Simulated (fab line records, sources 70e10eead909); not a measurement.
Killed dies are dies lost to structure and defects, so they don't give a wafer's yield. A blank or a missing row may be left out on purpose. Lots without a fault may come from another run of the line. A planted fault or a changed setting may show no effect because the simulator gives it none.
Which tool did it? | flow nand_harc | 6 lots, 17 wafers sampled, at 4 steps of a route of 1302

WHAT THE GAUGES READ, wafer by wafer
NHARC_END_SORT_01.
lot  | measured     | on        | killed_at_other
L976 | day 26 04:43 | prober-02 | 1 0 2
L979 | day 27 17:08 | prober-01 | 6 2 5
L989 | day 31 19:13 | prober-01 | 1 0 0

WHICH TOOL RAN EACH LOT (tool, then ch and the chambers of the sampled wafers, then the start)
lot  | NHARC_P_CONTACT_PVD_32                  | NHARC_P_M0_PRE_CLEAN_29                 | NHARC_P_M0_CMP_23
L972 | pvd_sputter-01, day 6 12:45 or earlier  | pvd_sputter-03, day 6 14:59 or earlier  | cmp-03 ch 0,3, day 6 14:59
L976 | pvd_sputter-02, day 8 00:08 or earlier  | pvd_sputter-01, day 8 02:23 or earlier  | cmp-01 ch 0,2, day 8 02:23
L979 | pvd_sputter-02, day 9 08:43 or earlier  | pvd_sputter-03, day 9 10:54 or earlier  | cmp-01 ch 0,3, day 9 10:54
L987 | pvd_sputter-03, day 12 20:24 or earlier | pvd_sputter-01, day 12 22:41 or earlier | cmp-03 ch 0,3, day 12 22:41
L989 | pvd_sputter-01, day 13 11:58 or earlier | pvd_sputter-03, day 13 14:12 or earlier | cmp-01 ch 2,3, day 13 14:12
L994 | pvd_sputter-01, day 15 17:55 or earlier | pvd_sputter-01, day 15 20:07 or earlier | cmp-01 ch 1,2,3, day 15 20:07
- NHARC_P_CONTACT_PVD_32: deposits Ti, target thk 5 nm, time 17.7 s.
- NHARC_P_M0_PRE_CLEAN_29: time 30 s.
- NHARC_P_M0_CMP_23: polishes, t overpolish 20 s, target thk 117.54 nm.

THE ANSWER, worked out from the rows above alone
Rule: what is usual is taken from the lots themselves. Put in order of their means at a reading, lots are off if they are a third of the lots or fewer, leave a main group of 4 or more, and stand apart from it by a gap of 3 or more times the standard deviation of the main group's means; of several such gaps the widest counts. A main group whose means are all the same, to the digits that the tables above print for the reading, isn't used. A lot without any number at a reading at which 4 lots or more have one is off too. The other lots that the step has rows for count as sound.
No lot is off at any reading shown: from this, nothing can be told.

WHAT THE SIMULATOR HAD PUT IN
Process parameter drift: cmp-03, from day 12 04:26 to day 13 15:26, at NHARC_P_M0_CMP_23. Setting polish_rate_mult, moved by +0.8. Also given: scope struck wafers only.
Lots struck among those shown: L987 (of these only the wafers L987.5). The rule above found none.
